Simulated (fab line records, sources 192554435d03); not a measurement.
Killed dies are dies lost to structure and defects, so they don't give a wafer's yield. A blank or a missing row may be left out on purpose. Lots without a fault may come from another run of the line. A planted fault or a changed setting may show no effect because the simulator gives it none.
Split-lot experiment | flow n5_finfet | 7 lots, 21 wafers read, on a route of 1938 steps

THE SPLIT
At N5_SDB_ALD_29 (deposits SiNx, target thk 30 nm, pulse time 1 s, ald cycles 600), the setting ald_cycles was moved away from the recipe's 600 on 8 of the 21 wafers read, by -12.5% to +14.2%. The other wafers ran this setting at the recipe's value.

The reading is taken at the split's own step.

THE READING
SiNx_of_SDB_ALD_29.thk_nm (the simulator's own value, which no gauge read), in nm, at N5_SDB_ALD_29 (deposits SiNx, target thk 30 nm, pulse time 1 s, ald cycles 600). The file gives no usual value for it. The 13 wafers here that ran the recipe average 30.0 nm, standard deviation 0.13 nm.

wafer  | tool, chamber at the split | ald_cycles as run | against the recipe | SiNx_of_SDB_ALD_29.thk_nm, nm | against lot-mates on the recipe
L075.3 | ald_sin-03, 1              | 677               | +12.8%             | 33.8                          | +3.8
L075.4 | ald_sin-03, 2              | 677               | +12.8%             | 33.6                          | +3.6
L075.6 | ald_sin-03, 0              | 600               | recipe             | 30                            | -
L076.3 | ald_sin-03, 3              | 630               | +5.0%              | 31.4                          | +1.4
L076.5 | ald_sin-03, 1              | 630               | +5.0%              | 31.6                          | +1.6
L076.6 | ald_sin-03, 0              | 600               | recipe             | 30                            | -
L080.1 | ald_sin-04, 1,0,3          | 600               | recipe             | 30                            | -
L080.2 | ald_sin-04, 1,0,3          | 600               | recipe             | 30                            | -
L080.3 | ald_sin-04, 1,0,3          | 600               | recipe             | 30                            | -
L081.1 | ald_sin-04, 2,3            | 600               | recipe             | 30                            | -
L081.2 | ald_sin-04, 2,3            | 600               | recipe             | 30                            | -
L081.4 | ald_sin-04, 0              | 600               | recipe             | 30.2                          | -
L083.2 | ald_sin-01, 2,0            | 600               | recipe             | 30.2                          | -
L083.5 | ald_sin-01, 2,0            | 600               | recipe             | 30.2                          | -
L083.6 | ald_sin-01, 3              | 525               | -12.5%             | 26.2                          | -4.0
L085.4 | ald_sin-03, 3,1            | 600               | recipe             | 29.8                          | -
L085.6 | ald_sin-03, 3,1            | 600               | recipe             | 29.8                          | -
L085.5 | ald_sin-03, 0              | 666               | +11.0%             | 33.4                          | +3.6
L092.2 | ald_sin-01, 3              | 685               | +14.2%             | 34.2                          | +4.0
L092.6 | ald_sin-01, 3              | 685               | +14.2%             | 34.2                          | +4.0
L092.5 | ald_sin-01, 2              | 600               | recipe             | 30.2                          | -
Where a row lists several chambers, the file gives one row for several wafers and doesn't say which wafer went through which chamber.

THE FIT
A straight line over all 21 wafers: SiNx_of_SDB_ALD_29.thk_nm changes by +0.296 nm for each +1% of ald_cycles; r = +1.00; the points scatter about the line by 0.13 nm.
The same after taking each lot's own level away (the mean of its wafers on the recipe; 21 wafers): +0.297 nm for each +1%; r = +1.00; scatter 0.14 nm.
On that fit, the largest move of ald_cycles shifts the reading by 4.2 nm.
The lots' own levels span 29.80 to 30.20 nm, that is 3.0 times the standard deviation above.
So the lot-to-lot level changes the slope little: the two slopes agree.
Check: with one of the wafers moved furthest among these (+14.2%) left out of the fit, the line predicts +4.23 nm for it against its lot-mates. It came out at +4 nm against them.

OTHER SPLITS ON THESE WAFERS
These wafers also went through other splits before the reading. Each is held against what the fit with the lots' levels taken away leaves over:
other split on the same wafers       | wafers away from the commonest value | r with SiNx_of_SDB_ALD_29.thk_nm (lot level and that fit taken away)
N5_SD_EPI_N_EPI_21 epi_growth_time_s | 9                                    | -0.14
N5_SD_EPI_P_COAT_34 spin_rpm         | 7                                    | +0.41

THE FILE'S OWN FIT
SiNx_of_SDB_ALD_29.thk_nm changes by +0.301 nm for each +1% of ald_cycles, r = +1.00.
